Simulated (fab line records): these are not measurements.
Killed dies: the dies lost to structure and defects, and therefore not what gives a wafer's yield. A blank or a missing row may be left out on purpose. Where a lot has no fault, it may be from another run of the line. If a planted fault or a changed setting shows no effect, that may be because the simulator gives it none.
Chamber matching | flow n5 finfet | N5_BEOL_M5_ETCH_61 on rie diel-06 has 4 sister chambers
The step etches SiARC in CF4, target depth 15.6 nm, time 26 s. 20 wafers are shown with their chamber, then 10 later ones without.

== WAFERS, EACH WITH ITS CHAMBER ==
wafer  | chamber | drypump motor current A (A) | showerhead plenum p Torr (Torr) | throttle valve pct (%)
L077.1 | 2       | 6.1                         | 2.14                            | 15.60
L077.4 | 1       | 5.4                         | 2.09                            | 15.78
L077.5 | 0       | 5.6                         | 2.23                            | 15.65
L078.1 | 0       | 5.6                         | 2.23                            | 15.66
L078.3 | 1       | 5.4                         | 2.09                            | 15.79
L078.5 | 0       | 5.6                         | 2.23                            | 15.67
L081.1 | 2       | 6.1                         | 2.14                            | 15.63
L081.3 | 1       | 5.4                         | 2.09                            | 15.82
L081.6 | 0       | 5.6                         | 2.22                            | 15.68
L084.2 | 2       | 6.1                         | 2.13                            | 15.65
L084.4 | 3       | 5.2                         | 2.25                            | 15.35
L084.5 | 0       | 5.6                         | 2.22                            | 15.72
L085.1 | 1       | 5.4                         | 2.09                            | 15.83
L085.3 | 3       | 5.2                         | 2.25                            | 15.36
L085.6 | 3       | 5.2                         | 2.25                            | 15.33
L087.1 | 0       | 5.6                         | 2.22                            | 15.69
L087.2 | 2       | 6.1                         | 2.13                            | 15.67
L087.5 | 3       | 5.2                         | 2.25                            | 15.37
L088.3 | 0       | 5.6                         | 2.22                            | 15.70
L088.4 | 1       | 5.5                         | 2.09                            | 15.82

SIGNATURES, as means of the wafers listed above
reading                  | chamber 0 | chamber 1 | chamber 2 | chamber 3 | scatter within a chamber
drypump motor current A  | 5.600     | 5.420     | 6.100     | 5.200     | 0.0224
showerhead plenum p Torr | 2.2243    | 2.0900    | 2.1350    | 2.2500    | 0.00412
throttle valve pct       | 15.6814   | 15.8080   | 15.6375   | 15.3525   | 0.0236
Rule: a wafer's distance from a chamber is the root of the sum, over the readings, of the square of ((its reading less the chamber's mean) divided by the reading's scatter). The wafer belongs to the nearest chamber; if the next one is less than 2 further off, it can't be placed. The scatter: the root of (the sum of the squares of (reading less its chamber's mean) over the shown wafers, divided by (wafers less chambers)).

== WAFERS MISSING THEIR CHAMBER ==
wafer  | drypump motor current A (A) | showerhead plenum p Torr (Torr) | throttle valve pct (%)
L088.5 | 6.1                         | 2.13                            | 15.66
L090.2 | 6.1                         | 2.13                            | 15.66
L090.5 | 6.1                         | 2.13                            | 15.64
L090.6 | 5.4                         | 2.09                            | 15.84
L092.1 | 6.1                         | 2.13                            | 15.68
L092.2 | 5.2                         | 2.25                            | 15.37
L092.5 | 5.4                         | 2.09                            | 15.83
L094.3 | 5.6                         | 2.22                            | 15.73
L094.4 | 6.1                         | 2.13                            | 15.68
L094.5 | 6.1                         | 2.13                            | 15.68

== CHAMBER TAKEN BY EACH ==
wafer  | from the rows above | in truth
L088.5 | 2                   | 2
L090.2 | 2                   | 2
L090.5 | 2                   | 2
L090.6 | 1                   | 1
L092.1 | 2                   | 2
L092.2 | 3                   | 3
L092.5 | 1                   | 1
L094.3 | 0                   | 0
L094.4 | 2                   | 2
L094.5 | 2                   | 2
Placed correctly: 10 of 10. Not placeable from these rows: 0. 0 placed wrongly.
